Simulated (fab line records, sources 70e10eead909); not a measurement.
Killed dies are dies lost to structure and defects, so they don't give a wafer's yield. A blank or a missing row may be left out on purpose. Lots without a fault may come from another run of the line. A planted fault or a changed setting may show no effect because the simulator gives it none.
fab line records | flow nand_harc
record lots=13 wafers=39 last_day=30
route steps=1302 shown A_DECK1_JOINT@528 A_ONON_D2@565 A_CHANNEL_HOLE_D2@570 END@1302
lots that met no fault: from a run of the same line without faults
start_h: hours from the record's first day to the start of the lot's first wafer shown | wait_h: hours since the lot's step before | " the same as in the row above | L1.1+2: a row that stands for several wafers | - no value, or no start given | * or withheld: withheld | < > ~ a bound
route shown NAME@n: a module of which the file shows steps, and the number in the route of the first | usual: mean/standard deviation of fault-free wafers | same: alike in all rows | chamber/n: place in a boat | sites: the reading at each site | _std_site: their standard deviation | _edge_site: outer sites' mean less inner sites' | radius_mm: how far each site lies from the wafer's centre | mask NAME#n: copy n | behind: the tool/chamber that last shaped the wafer | hold: why the lot was held/for how many hours/how that ended | device: the transistor (n, p or np) that didn't switch | end of line: the same wafers' tests at the end of the route | a step without rows: its recipe alone | killed: dies lost to structure and defects at the first sort, not the wafer's yield | map: a wafer's dies, x killed, . not, _ none there
set.NAME: the setting as run; set.NAME@STEP: as run at that earlier step | model.NAME: the simulator's own value behind a step, which no gauge read
steps of the route over a sample of lots; a table a step, a row a wafer
services: from which hour (start_h, from the record's first day; less than 0 if before it) a tool's chamber was out of use, for how many hours, and why
## steps
# step NHARC_A_DECK1_JOINT_THK_MEAS_14
# recipe thk_meas_gauge=ellipsometry
# usual thk_nm=50.9/1.5
# columns lot.wafer tool chamber start_h wait_h thk_nm
L636.1 film_metro-01 - 251.87 0.2 50.7
L636.5 " - " " 49.9
L636.6 " - " " 51.5
L637.2 film_metro-02 - 265.56 0.2 50.1
L637.4 " - " " 48.3
L637.5 " - " " 52.6
L638.1 film_metro-01 - 265.56 0.2 47.3
L638.2 " - " " 50.5
L638.4 " - " " 50.7
L640.1 film_metro-02 - 284.16 0.2 53.4
L640.3 " - " " 53.8
L640.4 " - " " 50.2
L641.1 film_metro-01 - 305.24 0.2 48.8
L641.2 " - " " 48.2
L641.3 " - " " 50.1
L643.3 film_metro-02 - 324.07 0.2 49.5
L643.5 " - " " 52.1
L643.6 " - " " 48.8
L644.2 film_metro-01 - 343.85 0.2 51.5
L644.4 " - " " 50.9
L644.5 " - " " 52.7
L645.2 film_metro-02 - 343.85 0.2 50.8
L645.3 " - " " 51.3
L645.6 " - " " 47.2
L646.3 film_metro-02 - 359.20 0.2 50.4
L646.5 " - " " 50.7
L646.6 " - " " 52.3
L647.3 film_metro-02 - 364.33 0.2 51.3
L647.4 " - " " 52.4
L647.5 " - " " 51.1
L649.3 film_metro-01 - 376.35 0.2 48.7
L649.5 " - " " 47.0
L649.6 " - " " 49.4
L650.1 film_metro-02 - 395.46 0.2 50.3
L650.3 " - " " 52.1
L650.6 " - " " 51.5
L652.2 film_metro-02 - 411.69 0.2 52.6
L652.3 " - " " 50.2
L652.6 " - " " 50.6
# step NHARC_A_ONON_D2_THK_MEAS_30
# recipe thk_meas_gauge=ellipsometry
# usual thk_nm=1004/9.2
# columns lot.wafer tool chamber start_h wait_h thk_nm
L636.1 film_metro-01 - 286.72 - 1012
L636.5 " - " " 1013
L636.6 " - " " 1011
L637.2 film_metro-02 - 296.59 - 1007
L637.4 " - " " 1006
L637.5 " - " " 1006
L638.1 film_metro-01 - 296.59 - 1002
L638.2 " - " " 1005
L638.4 " - " " 1001
L640.1 film_metro-01 - 325.53 - 998
L640.3 " - " " 998
L640.4 " - " " 999
L641.1 film_metro-02 - 343.90 - 1015
L641.2 " - " " 1016
L641.3 " - " " 1015
L643.3 film_metro-01 - 363.53 - 993
L643.5 " - " " 990
L643.6 " - " " 989
L645.2 film_metro-01 - 376.86 - 1004
L645.3 " - " " 1004
L645.6 " - " " 1002
L644.2 film_metro-01 - 376.90 - 1000
L644.4 " - " " 998
L644.5 " - " " 1001
L646.3 film_metro-01 - 394.82 - 993
L646.5 " - " " 992
L646.6 " - " " 994
L647.3 film_metro-02 - 404.85 - 996
L647.4 " - " " 994
L647.5 " - " " 994
L649.3 film_metro-01 - 412.37 - 1007
L649.5 " - " " 1009
L649.6 " - " " 1008
L650.1 film_metro-02 - 436.28 - 1009
L650.3 " - " " 1005
L650.6 " - " " 1006
L652.2 film_metro-01 - 446.41 - 990
L652.3 " - " " 992
L652.6 " - " " 991
# step NHARC_A_CHANNEL_HOLE_D2_DEP_00
# recipe target_thk_a=31000 temp_c=400 material=aC
# usual susceptor_temp_C=400.03/0.21 throttle_valve_pct=35.000/0.0085
# columns lot.wafer tool chamber start_h wait_h susceptor_temp_C throttle_valve_pct
L636.1 acl_dep-03 0 287.34 0.1 399.97 35.000
L636.5 " 0 288.60 1.3 399.84 35.004
L636.6 " 0 " " 400.22 35.005
L637.2 acl_dep-03 0 297.51 0.4 400.04 35.009
L637.4 " 0 " " 400.13 34.998
L637.5 " 0 " " 399.99 35.007
L638.1 acl_dep-01 0 299.62 2.5 400.08 34.988
L638.2 " 0 " " 399.95 35.001
L638.4 " 0 " " 400.05 34.996
L640.1 acl_dep-01 0 326.26 0.1 400.44 35.002
L640.3 " 0 " " 400.26 35.015
L640.4 " 0 " " 400.13 34.994
L641.1 acl_dep-02 0 344.95 0.5 399.95 34.987
L641.2 " 0 " " 399.73 34.996
L641.3 " 0 " " 399.65 34.998
L643.3 acl_dep-02 0 364.77 0.7 399.92 35.001
L643.5 " 0 " " 399.59 35.002
L643.6 " 0 " " 399.89 35.009
L645.2 acl_dep-02 0 381.91 4.5 - 34.997
L645.3 " 0 " " - 34.991
L645.6 " 0 " " - 34.998
L644.2 acl_dep-02 0 383.79 6.1 - 35.003
L644.4 " 0 " " - 34.995
L644.5 " 0 " " - 34.995
L646.3 acl_dep-01 0 396.75 1.4 - 34.999
L646.5 " 0 " " - 34.998
L646.6 " 0 " " - 34.986
L647.3 acl_dep-02 0 406.08 0.7 399.98 35.001
L647.4 " 0 " " 400.10 35.004
L647.5 " 0 " " 400.12 35.004
L649.3 acl_dep-01 0 413.62 0.7 - 34.994
L649.5 " 0 " " - 35.012
L649.6 " 0 " " - 34.991
L649.3 acl_dep-01 0 415.73 1.8 - 35.001
L649.5 " 0 " " - 34.995
L649.6 " 0 " " - 34.994
L650.1 acl_dep-02 0 438.53 1.7 400.28 34.982
L650.3 " 0 " " 400.41 35.000
L650.6 " 0 " " 399.91 35.011
L652.2 acl_dep-02 0 447.35 0.4 399.87 35.004
L652.3 " 0 " " 399.95 34.997
L652.6 " 0 " " 400.21 34.995
L652.2 acl_dep-02 0 449.48 1.8 399.91 35.005
L652.3 " 0 " " 400.00 35.011
L652.6 " 0 " " 399.85 35.006
# step NHARC_A_CHANNEL_HOLE_D2_ETCH_34
# recipe target_depth_a=1540 time_s=77 cf4_flow_sccm=100 chf3_flow_sccm=30 ar_flow_sccm=0 rf_w=500 bias_w=200 chemistry=CF4/CHF3
# usual cf4_flow_sccm=100.0/0.32 drypump_motor_current_A=5.4/0.38 oes_product_au=0.959/0.017 rf_vpp_V=370.6/2.5 showerhead_plenum_p_Torr=1.58/0.07 throttle_valve_pct=16.803/0.0083
# columns lot.wafer tool chamber start_h wait_h cf4_flow_sccm drypump_motor_current_A oes_product_au rf_hours_counter_h rf_vpp_V showerhead_plenum_p_Torr throttle_valve_pct
L636.1 rie_diel-02 2 - - 99.8 5.4 0.967 3.8 369.6 1.50 16.790
L636.6 " 0 " " 99.9 5.3 0.963 - 366.8 1.48 16.800
L636.5 " 1 " " 99.6 5.8 0.957 - 370.7 1.60 16.808
L637.4 rie_diel-02 1 - - 99.8 5.8 0.922 4.7 370.5 1.60 16.786
L637.2 " 3 " " 99.4 4.8 0.930 4.3 370.2 1.54 16.817
L637.5 " 1 " " 100.4 5.9 0.926 - 370.9 1.60 16.793
L638.4 rie_diel-05 0 - - 100.0 5.3 0.957 3.4 371.9 1.59 16.797
L638.1 " 1 " " 99.9 5.6 0.984 3.9 367.9 1.50 16.792
L638.2 " 3 " " 99.8 5.8 0.970 4.5 369.7 1.59 16.806
L640.3 rie_diel-12 0 - - 99.7 5.0 0.955 2.5 375.5 1.68 16.806
L640.4 " 1 " " 99.7 5.6 0.969 1.6 372.0 1.63 16.801
L640.1 " 2 " " 100.2 5.7 0.946 1.7 373.9 1.68 16.793
L641.1 rie_diel-05 2 - - 100.0 5.2 0.948 7.9 372.3 1.59 16.806
L641.2 " 0 " " 99.6 5.3 0.981 5.9 370.6 1.59 16.799
L641.3 " 1 " " 99.8 5.6 0.974 6.7 368.2 1.50 16.801
L643.3 rie_diel-12 2 - - 100.2 5.7 0.955 4.7 373.2 1.68 16.800
L643.6 " 1 " " 99.8 5.6 0.974 - 371.1 1.62 16.812
L643.5 " 2 " " 99.4 5.7 0.959 - 373.9 1.68 16.813
L645.3 rie_diel-02 0 - - 100.3 5.4 0.937 8.0 366.3 1.47 16.826
L645.2 " 2 " " 99.6 5.4 0.913 8.1 367.7 1.50 16.807
L645.6 " 0 " " 100.0 5.3 0.917 - 366.9 1.47 16.801
L644.2 rie_diel-12 2 - - 100.0 5.7 0.953 5.7 374.1 1.67 16.806
L644.4 " 0 " " 99.6 5.0 0.941 - 373.9 1.68 16.809
L644.5 " 1 " " 99.6 5.7 0.959 - 371.2 1.62 16.811
L646.3 rie_diel-12 0 - - 100.1 5.0 0.948 7.9 373.8 1.68 16.803
L646.6 " 2 " " 100.4 5.8 0.947 - 373.1 1.67 16.821
L646.5 " 3 " " 100.2 4.6 0.968 - 369.2 1.52 16.815
L647.3 rie_diel-02 0 - - 100.2 5.3 0.946 0.4 367.6 1.47 16.794
L647.4 " 2 " " 99.8 5.4 0.948 - 365.7 1.50 16.787
L647.5 " 1 " " 100.1 5.9 0.964 - 372.5 1.60 16.799
L649.3 rie_diel-05 0 - - 99.6 5.3 0.949 0.2 371.5 1.59 16.804
L649.6 " 3 " " 101.0 5.8 0.969 - 370.3 1.59 16.790
L649.5 " 0 " " 99.7 5.3 0.947 - 371.2 1.59 16.800
L650.3 rie_diel-12 0 - - 100.1 5.0 0.938 12.0 373.5 1.68 16.797
L650.1 " 1 " " 100.4 5.6 0.940 10.6 373.0 1.62 16.799
L650.6 " 0 " " 100.1 5.0 0.931 - 374.1 1.68 16.813
L652.3 rie_diel-02 1 - - 99.7 5.8 0.953 2.5 371.3 1.60 16.814
L652.2 " 2 " " 99.8 5.4 0.963 2.7 366.5 1.50 16.809
L652.6 " 0 " " 100.2 5.3 0.960 - 368.0 1.47 16.800
# step NHARC_END_SORT_01
# recipe temp_c=25
# usual killed_at_array=55/19 killed_at_other=0.8/1.1 killed_at_periphery=4.0/2.6 killed_dies=60/20 killed_open=3.4/1.7 killed_short=2.6/1.5
# same gross_dies=677
# columns lot.wafer tool chamber start_h wait_h killed_at_array killed_at_other killed_at_periphery killed_dies killed_open killed_short
L649.3 prober-01 0 684.05 3.1 673 0 4 677 5 3
L649.5 prober-01 0 685.66 3.7 676 1 0 677 3 2
L649.6 prober-01 0 686.47 4.0 673 0 4 677 2 2
L652.2 prober-02 0 715.93 2.8 667 5 5 677 4 1
L652.3 prober-02 0 716.73 3.1 662 3 12 677 4 1
L652.6 prober-02 0 719.12 4.0 668 2 7 677 5 1
# killed by level:class
L649.3 A_CHANNEL_HOLE_D2:area_dep=618 A_SLIT:chamber_film_flake=28 A_CHANNEL_HOLE_D2:chamber_film_flake=6 A_STAIRCASE:chamber_film_flake=5 P_M2:chamber_film_flake=3 A_CHANNEL_FILL_D2:chamber_film_flake=3 A_CHANNEL_HOLE_D1:chamber_film_flake=2 A_CONTACT:chamber_film_flake=2
L649.5 A_CHANNEL_HOLE_D2:area_dep=616 A_SLIT:chamber_film_flake=27 A_CHANNEL_HOLE_D2:chamber_film_flake=11 A_CHANNEL_HOLE_D1:chamber_film_flake=8 A_STAIRCASE:chamber_film_flake=3 A_WL_FILL:chamber_film_flake=3 A_CONTACT:chamber_film_flake=2 A_ONON_D2:geometric_particle:short=1
L649.6 A_CHANNEL_HOLE_D2:area_dep=613 A_SLIT:chamber_film_flake=33 A_CHANNEL_HOLE_D1:chamber_film_flake=7 A_CHANNEL_HOLE_D2:chamber_film_flake=4 A_STAIRCASE:chamber_film_flake=4 A_WL_FILL:chamber_film_flake=3 A_DECK1_JOINT:chamber_film_flake=2 A_CHANNEL_FILL_D2:chamber_film_flake=2
L652.2 A_CHANNEL_HOLE_D2:area_dep=609 A_SLIT:chamber_film_flake=29 A_CHANNEL_HOLE_D1:chamber_film_flake=10 A_BONDPAD:chamber_film_flake=7 THIN_TSV:chamber_film_flake=5 P_STI:chamber_film_flake=2 A_CHANNEL_HOLE_D2:chamber_film_flake=2 A_CONTACT:chamber_film_flake=2
L652.3 A_CHANNEL_HOLE_D2:area_dep=600 A_SLIT:chamber_film_flake=34 A_CHANNEL_HOLE_D1:chamber_film_flake=9 A_BONDPAD:chamber_film_flake=8 P_STI:chamber_film_flake=6 A_CONTACT:chamber_film_flake=4 THIN_TSV:chamber_film_flake=3 P_M0:geometric_particle:open=2
L652.6 A_CHANNEL_HOLE_D2:area_dep=615 A_SLIT:chamber_film_flake=22 A_CHANNEL_HOLE_D1:chamber_film_flake=8 A_CHANNEL_HOLE_D2:chamber_film_flake=7 A_CONTACT:chamber_film_flake=7 P_STI:chamber_film_flake=3 A_CHANNEL_FILL_D2:geometric_particle:open=2 P_GATE:chamber_film_flake=2
## services
# columns tool chamber start_h hours kind
rie_diel-12 - 268.50 9.0 pm
rie_diel-12 0 268.50 9.0 vent_cycle
rie_diel-12 1 268.50 9.0 vent_cycle
rie_diel-12 2 268.50 9.0 vent_cycle
rie_diel-12 3 268.50 9.0 vent_cycle
rie_diel-02 0 274.70 - clean
rie_diel-02 1 274.70 - clean
rie_diel-02 2 274.70 - clean
rie_diel-02 3 274.70 - clean
rie_diel-12 0 277.50 - clean
rie_diel-12 1 277.50 - clean
rie_diel-12 2 277.50 - clean
rie_diel-12 3 277.50 - clean
rie_diel-05 - 289.06 3.4 repair
rie_diel-02 - 297.54 0.7 repair
acl_dep-03 - 299.12 13.0 pm
rie_diel-02 1 321.40 2.7 repair
rie_diel-05 1 361.85 1.8 repair
acl_dep-01 - 372.94 13.0 pm
rie_diel-12 3 383.27 5.1 repair
rie_diel-02 - 393.70 9.0 pm
rie_diel-05 - 406.60 9.0 pm
acl_dep-02 - 425.53 13.0 pm
rie_diel-12 - 445.50 9.0 pm
## key
first_sign step=NHARC_A_CHANNEL_HOLE_D2_DEP_00 reading=visit direction=added
effect step=NHARC_END_SORT_01 reading=killed_at_array direction=up sigmas=32 usual=55 struck=670
more_kills_born_at NHARC_A_CHANNEL_HOLE_D2_DEP_00@acl_dep-01=1847 NHARC_A_CHANNEL_HOLE_D2_DEP_00@acl_dep-02=1824
met_at NHARC_A_CHANNEL_HOLE_D2_DEP_00
struck_lots L649,L652
later_rows_left_out L649.3,L649.5,L649.6,L652.2,L652.3,L652.6
tester_left_out L649,L652
not_acting_at NHARC_A_DECK1_JOINT_THK_MEAS_14,NHARC_A_ONON_D2_THK_MEAS_30,NHARC_A_CHANNEL_HOLE_D2_ETCH_34
fault kind=repeated_step_whole tool=acl_dep-01,acl_dep-02,acl_dep-03 chamber=- onset_h=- steps=NHARC_A_CHANNEL_HOLE_D2_DEP_00 times=1 scope=struck_lots_only
# tester_left_out: of these lots the tester's yield and bins aren't shown, on N5 and GAA mostly nor the transistor test; their killed dies are dies lost to structure and defects alone, not to doping, threshold or leakage, so they don't give the yield
# later_rows_left_out: the simulator's readings of these wafers behind a module that went badly wrong aren't trusted and aren't shown, but for the sort
